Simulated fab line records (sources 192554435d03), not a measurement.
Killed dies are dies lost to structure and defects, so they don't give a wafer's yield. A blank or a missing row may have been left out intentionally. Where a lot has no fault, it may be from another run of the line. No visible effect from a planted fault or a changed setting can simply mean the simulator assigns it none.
Chamber matching :: flow n5 finfet :: rie diel-01 running N5_BEOL_M5_ETCH_75: 4 sister chambers
The step etches underlayer in N2/H2, target depth 6.5 nm, time 5.2 s. 4 wafers are shown with their chamber, then 8 later ones without.

== EACH WAFER AND ITS CHAMBER ==
wafer: L084.2
chamber: 0
showerhead plenum p Torr (Torr): 2.56

wafer: L088.5
chamber: 1
showerhead plenum p Torr (Torr): 2.62

wafer: L088.6
chamber: 2
showerhead plenum p Torr (Torr): 2.50

wafer: L089.3
chamber: 3
showerhead plenum p Torr (Torr): 2.50

== WAFERS WHOSE CHAMBER IS MISSING ==
wafer: L089.4
showerhead plenum p Torr (Torr): 2.50

wafer: L089.6
showerhead plenum p Torr (Torr): 2.63

wafer: L091.1
showerhead plenum p Torr (Torr): 2.50

wafer: L091.2
showerhead plenum p Torr (Torr): 2.50

wafer: L091.6
showerhead plenum p Torr (Torr): 2.50

wafer: L092.1
showerhead plenum p Torr (Torr): 2.62

wafer: L092.4
showerhead plenum p Torr (Torr): 2.62

wafer: L092.6
showerhead plenum p Torr (Torr): 2.50

== CHAMBER TAKEN BY EACH ==
wafer: L089.4
from the rows above: can't be placed: 2 or 3
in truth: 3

wafer: L089.6
from the rows above: 1
in truth: 1

wafer: L091.1
from the rows above: can't be placed: 2 or 3
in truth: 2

wafer: L091.2
from the rows above: can't be placed: 2 or 3
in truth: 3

wafer: L091.6
from the rows above: can't be placed: 2 or 3
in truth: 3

wafer: L092.1
from the rows above: 1
in truth: 1

wafer: L092.4
from the rows above: 1
in truth: 1

wafer: L092.6
from the rows above: can't be placed: 2 or 3
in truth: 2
Placed correctly: 3 of 8. Not placeable from these rows: 5 (in 5, the candidates include the true chamber). Wrongly placed: 0.
How it was worked out, from the rows above alone: a wafer's distance from a chamber is the root of the sum, over the readings, of the square of ((its reading less the chamber's mean) divided by the reading's scatter). If the next closest chamber is less than 2 further off than the closest, the wafer can't be placed; otherwise it belongs to the closest. A chamber's mean is the mean of its shown wafers. The scatter: with one shown wafer a chamber, the root of the mean of the squares of how far each hidden wafer lies from its nearest shown one.
